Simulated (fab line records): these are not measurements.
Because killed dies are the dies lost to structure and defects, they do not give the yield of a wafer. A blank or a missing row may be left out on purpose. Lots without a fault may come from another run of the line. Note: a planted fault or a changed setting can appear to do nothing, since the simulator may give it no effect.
One fault seen from 2 desks / flow n5Finfet / what lay behind the numbers comes last; until then each desk has only its own

== THE METROLOGY DESK ==
Lot by lot, what the gauges showed, no matter which tool ran the lot: averages of those sampled wafers that carry a number. The brackets show how far a lot's mean lies from the usual mean; more than 4 standard deviations puts the lot out of limits, marked OUT. It has 15 readings, of which 7 appear: the earliest out of limits, and the ones furthest out on some lot.
Columns: A = trenchDepthNm at N5_BEOL_M4_OCD_MEAS_38, usual 56.1 nm; B = M4_THK at N5_BEOL_M4_THK_MEAS_53, usual 42.1 nm; C = M4_RS at N5_BEOL_M4_RS_MEAS_58, usual 0.66 ohm/sq; D = DIBL_N at N5_BEOL_M4_RC_MEAS_101, usual 36.3 mV/V; E = DIBL_P at N5_BEOL_M4_RC_MEAS_101, usual 36.2 mV/V; F = SERP_M4 at N5_BEOL_M4_RC_MEAS_101, usual 191 ohm/um; G = SERP_M4_max_site at N5_BEOL_M4_RC_MEAS_101, usual 203 ohm/um
lot=L342; first seen here=day 7 23:48; A=56.3; B=42.9; C=0.65; D=34.0; E=33.8; F=182; G=198
lot=L345; first seen here=day 9 06:45; A=56.2; B=42.9; C=0.64; D=38.9; E=38.1; F=179; G=190
lot=L346; first seen here=day 9 07:09; A=56.9; B=42.5; C=0.64; D=37.0; E=36.0; F=194; G=207
lot=L357; first seen here=day 12 08:11; A=49.7 (-5.8) OUT; B=35.6 (-4.0) OUT; C=1.02 (+11) OUT; D=33.7; E=34.5; F=203; G=214
lot=L359; first seen here=day 12 12:30; A=41.4 (-13) OUT; B=27.0 (-9.5) OUT; C=1.48 (+26) OUT; D=37.2; E=36.0; F=377 (+12) OUT; G=409 (+11) OUT
lot=L360; first seen here=day 13 08:16; A=55.7; B=41.0; C=0.68; D=32.8; E=30.9; F=200; G=213
lot=L362; first seen here=day 13 12:55; A=56.9; B=43.0; C=0.64; D=36.1; E=34.9; F=192; G=200
lot=L363; first seen here=day 13 16:13; A=56.1; B=41.2; C=0.67; D=36.0; E=35.8; F=183; G=196
This desk's finding: out of limits on L357, L359; first on L357, day 12 08:11 (trenchDepthNm at N5_BEOL_M4_OCD_MEAS_38). Within limits: L342, L345, L346, L360, L362, L363.

== DESK OF THE TOOL OWNER: rieDiel-06 ==
The tool's own readings at N5_BEOL_M4_TRENCH_ETCH_37 (etches SiOC in C4F6/O2, target depth 55.555 nm, time 29.2 s): means of the sampled wafers that have a number, for each lot that ran on this tool. The brackets show how far a lot's mean lies from the usual mean; more than 4 standard deviations puts the lot out of limits, marked OUT.
Columns: A = drypumpMotorCurrentA at N5_BEOL_M4_TRENCH_ETCH_37, usual 5.7 A; B = oesProductAu at N5_BEOL_M4_TRENCH_ETCH_37, usual 0.83 a.u.; C = rfFwdPowerW at N5_BEOL_M4_TRENCH_ETCH_37, usual 350.4 W; D = rfVppV at N5_BEOL_M4_TRENCH_ETCH_37, usual 666 V; E = showerheadPlenumPTorr at N5_BEOL_M4_TRENCH_ETCH_37, usual 2.89 Torr; F = throttleValvePct at N5_BEOL_M4_TRENCH_ETCH_37, usual 20.76 %
lot=L342; first seen here=day 7 23:38; A=6.0; B=0.85; C=352.1; D=674; E=3.00; F=20.48
lot=L346; first seen here=day 9 07:00; A=6.0; B=0.80; C=351.2; D=665; E=2.83; F=20.77
lot=L357; first seen here=day 12 08:02; A=6.0; B=0.73; C=351.7; D=670; E=2.90; F=20.62
lot=L359; first seen here=day 12 12:21; A=5.4; B=0.68; C=351.8; D=665; E=2.84; F=20.57
Result from this desk: across the 4 lots, nothing is out of limits.

== TAKEN TOGETHER ==
Metrology desk: alarm possible at day 12 08:11 on L357, L359.
The tool owner's desk saw nothing out of limits.
The tool owner's desk has L357, L359 on record, within its limits.
All the named lots went through N5_BEOL_M4_TRENCH_ETCH_37 on rieDiel-06.

== WHAT WAS PUT IN BY THE SIMULATOR ==
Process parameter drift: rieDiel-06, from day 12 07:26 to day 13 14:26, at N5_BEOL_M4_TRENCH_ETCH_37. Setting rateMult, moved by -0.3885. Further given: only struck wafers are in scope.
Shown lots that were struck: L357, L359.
Delay in hours, fault start to first out-of-limits reading, per desk: metrology desk 1.
